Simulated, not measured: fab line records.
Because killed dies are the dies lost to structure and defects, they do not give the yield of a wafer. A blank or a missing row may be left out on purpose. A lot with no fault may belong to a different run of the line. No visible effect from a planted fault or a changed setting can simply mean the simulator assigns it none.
Chamber matching || flow nand harc || cmp-02 running NHARC_A_CHANNEL_FILL_D2_CMP_10: 4 sister chambers
The step polishes, target thk 150 nm. 20 wafers are shown with their chamber, then 10 later ones without.

## WAFERS, EACH WITH ITS CHAMBER
{"wafer": "L078.1", "chamber": 1, "motor current A (A)": 12.1, "time to endpoint s (s)": 14.4}
{"wafer": "L078.3", "chamber": 2, "motor current A (A)": 11.6, "time to endpoint s (s)": 11.8}
{"wafer": "L078.6", "chamber": 1, "motor current A (A)": 12.5, "time to endpoint s (s)": 9.8}
{"wafer": "L083.1", "chamber": 1, "motor current A (A)": 12.0, "time to endpoint s (s)": 16.5}
{"wafer": "L083.2", "chamber": 0, "motor current A (A)": 12.8, "time to endpoint s (s)": 12.5}
{"wafer": "L083.4", "chamber": 3, "motor current A (A)": 14.6, "time to endpoint s (s)": 14.1}
{"wafer": "L084.2", "chamber": 0, "motor current A (A)": 12.8, "time to endpoint s (s)": 14.4}
{"wafer": "L084.5", "chamber": 3, "motor current A (A)": 14.6, "time to endpoint s (s)": 18.8}
{"wafer": "L084.6", "chamber": 2, "motor current A (A)": 11.7, "time to endpoint s (s)": 15.2}
{"wafer": "L086.2", "chamber": 2, "motor current A (A)": 11.6, "time to endpoint s (s)": 16.6}
{"wafer": "L086.5", "chamber": 3, "motor current A (A)": 14.1, "time to endpoint s (s)": 21.3}
{"wafer": "L086.6", "chamber": 2, "motor current A (A)": 11.0, "time to endpoint s (s)": 18.5}
{"wafer": "L089.1", "chamber": 1, "motor current A (A)": 12.7, "time to endpoint s (s)": 17.5}
{"wafer": "L089.3", "chamber": 0, "motor current A (A)": 13.6, "time to endpoint s (s)": 17.6}
{"wafer": "L089.5", "chamber": 3, "motor current A (A)": 13.8, "time to endpoint s (s)": 19.8}
{"wafer": "L090.1", "chamber": 2, "motor current A (A)": 11.6, "time to endpoint s (s)": 13.1}
{"wafer": "L090.2", "chamber": 3, "motor current A (A)": 14.2, "time to endpoint s (s)": 14.1}
{"wafer": "L090.6", "chamber": 2, "motor current A (A)": 11.9, "time to endpoint s (s)": 14.2}
{"wafer": "L091.1", "chamber": 2, "motor current A (A)": 11.6, "time to endpoint s (s)": 18.3}
{"wafer": "L091.3", "chamber": 0, "motor current A (A)": 13.0, "time to endpoint s (s)": 15.4}

SIGNATURES (means of the wafers above)
{"reading": "motor current A", "chamber 0": 13.050, "chamber 1": 12.325, "chamber 2": 11.571, "chamber 3": 14.260, "scatter within a chamber": 0.324}
{"reading": "time to endpoint s", "chamber 0": 14.975, "chamber 1": 14.550, "chamber 2": 15.386, "chamber 3": 17.620, "scatter within a chamber": 2.88}
Rule: a wafer lies at a distance from a chamber equal to the root of the sum of squares, over the readings, of (its reading less the chamber's mean, divided by the reading's scatter). If the next closest chamber is less than 2 further off than the closest, the wafer can't be placed; otherwise it belongs to the closest. The scatter: take each reading less its chamber's mean, square it, sum over the shown wafers, divide by the number of wafers less the number of chambers, and take the root.

## WAFERS WITH NO CHAMBER GIVEN
{"wafer": "L091.5", "motor current A (A)": 11.0, "time to endpoint s (s)": 19.4}
{"wafer": "L092.2", "motor current A (A)": 11.2, "time to endpoint s (s)": 15.5}
{"wafer": "L092.3", "motor current A (A)": 14.8, "time to endpoint s (s)": 15.6}
{"wafer": "L092.4", "motor current A (A)": 12.3, "time to endpoint s (s)": 17.2}
{"wafer": "L093.2", "motor current A (A)": 11.5, "time to endpoint s (s)": 15.1}
{"wafer": "L093.5", "motor current A (A)": 12.8, "time to endpoint s (s)": 15.1}
{"wafer": "L093.6", "motor current A (A)": 11.3, "time to endpoint s (s)": 12.7}
{"wafer": "L096.1", "motor current A (A)": 12.2, "time to endpoint s (s)": 14.6}
{"wafer": "L096.2", "motor current A (A)": 12.7, "time to endpoint s (s)": 15.1}
{"wafer": "L096.3", "motor current A (A)": 13.5, "time to endpoint s (s)": 15.7}

## WHICH CHAMBER EACH WENT THROUGH
{"wafer": "L091.5", "from the rows above": 2, "in truth": 2}
{"wafer": "L092.2", "from the rows above": 2, "in truth": 2}
{"wafer": "L092.3", "from the rows above": 3, "in truth": 3}
{"wafer": "L092.4", "from the rows above": "can't be placed: 1 or 2 or 0", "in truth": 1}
{"wafer": "L093.2", "from the rows above": 2, "in truth": 2}
{"wafer": "L093.5", "from the rows above": "can't be placed: 0 or 1", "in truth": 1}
{"wafer": "L093.6", "from the rows above": "can't be placed: 2 or 1", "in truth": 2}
{"wafer": "L096.1", "from the rows above": "can't be placed: 1 or 2", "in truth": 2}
{"wafer": "L096.2", "from the rows above": "can't be placed: 0 or 1", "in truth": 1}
{"wafer": "L096.3", "from the rows above": "can't be placed: 0 or 3", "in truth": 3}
Placed correctly: 4 of 10. From these rows, 6 cannot be placed; in 6 the true chamber is one of the candidates. Number placed wrongly: 0.
